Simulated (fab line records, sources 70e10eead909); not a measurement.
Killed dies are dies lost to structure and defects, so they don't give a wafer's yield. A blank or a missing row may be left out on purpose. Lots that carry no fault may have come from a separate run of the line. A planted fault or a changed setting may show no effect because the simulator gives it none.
Matching of chambers    flow nand harc    rie diel-11 running NHARC_A_STAIRCASE_ETCH_253: 4 sister chambers
The step etches the open film in C4F8/O2, target depth 50 nm, time 20.2 s. 18 wafers are shown with their chamber, then 9 later ones without.

## WAFERS WITH THEIR CHAMBER
wafer   chamber  rf fwd power W (W)  rf vpp V (V)  bias w (W)
L076.1  2        593                 895           1000.7
L076.4  0        584                 895           999.5
L076.5  2        594                 893           1000.2
L078.1  2        590                 893           1002.5
L078.2  1        593                 893           999.2
L078.5  0        585                 895           998.9
L077.1  3        590                 896           999.3
L077.2  2        592                 892           999.2
L077.5  3        588                 896           1001.6
L080.4  2        591                 894           998.6
L080.5  1        596                 893           994.9
L080.6  2        592                 892           999.0
L082.1  3        592                 896           1000.5
L082.2  2        592                 892           1003.0
L082.4  1        592                 894           998.8
L087.1  3        590                 897           1000.2
L087.2  2        593                 893           1000.2
L087.6  0        584                 895           999.5

SIGNATURES, as means of the wafers listed above
reading         chamber 0  chamber 1  chamber 2  chamber 3  scatter within a chamber
rf fwd power W  584.33     593.67     592.12     590.00     1.42
rf vpp V        895.00     893.33     893.00     896.25     0.82
bias w          999.300    997.633    1000.425   1000.400   1.52
Rule: a wafer's distance from a chamber is the root of the sum, over the readings, of the square of ((its reading less the chamber's mean) divided by the reading's scatter). If the next closest chamber is less than 2 further off than the closest, the wafer can't be placed; otherwise it belongs to the closest. How the scatter is found: for the shown wafers, subtract from each reading the mean of its chamber, square and add these, divide the total by (wafers less chambers), then take the root.

## WAFERS MISSING THEIR CHAMBER
wafer   rf fwd power W (W)  rf vpp V (V)  bias w (W)
L093.4  589                 894           998.2
L093.5  589                 895           1002.0
L093.6  585                 896           1002.0
L094.2  593                 894           996.5
L094.5  595                 892           1000.5
L094.6  594                 892           1002.9
L097.1  591                 894           1005.2
L097.3  592                 893           999.9
L097.4  586                 894           999.4

## THE CHAMBER EACH PASSED THROUGH
wafer   from the rows above                in truth
L093.4  can't be placed: 2 or 3 or 1 or 0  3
L093.5  can't be placed: 3 or 2 or 0       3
L093.6  can't be placed: 0 or 3            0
L094.2  can't be placed: 1 or 2            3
L094.5  can't be placed: 2 or 1            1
L094.6  can't be placed: 2 or 1            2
L097.1  can't be placed: 2 or 3 or 1       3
L097.3  can't be placed: 2 or 1            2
L097.4  0                                  0
1 of 9 placed correctly. These rows do not allow placing 8 (true chamber among the candidates in 7). Wrongly placed: 0.
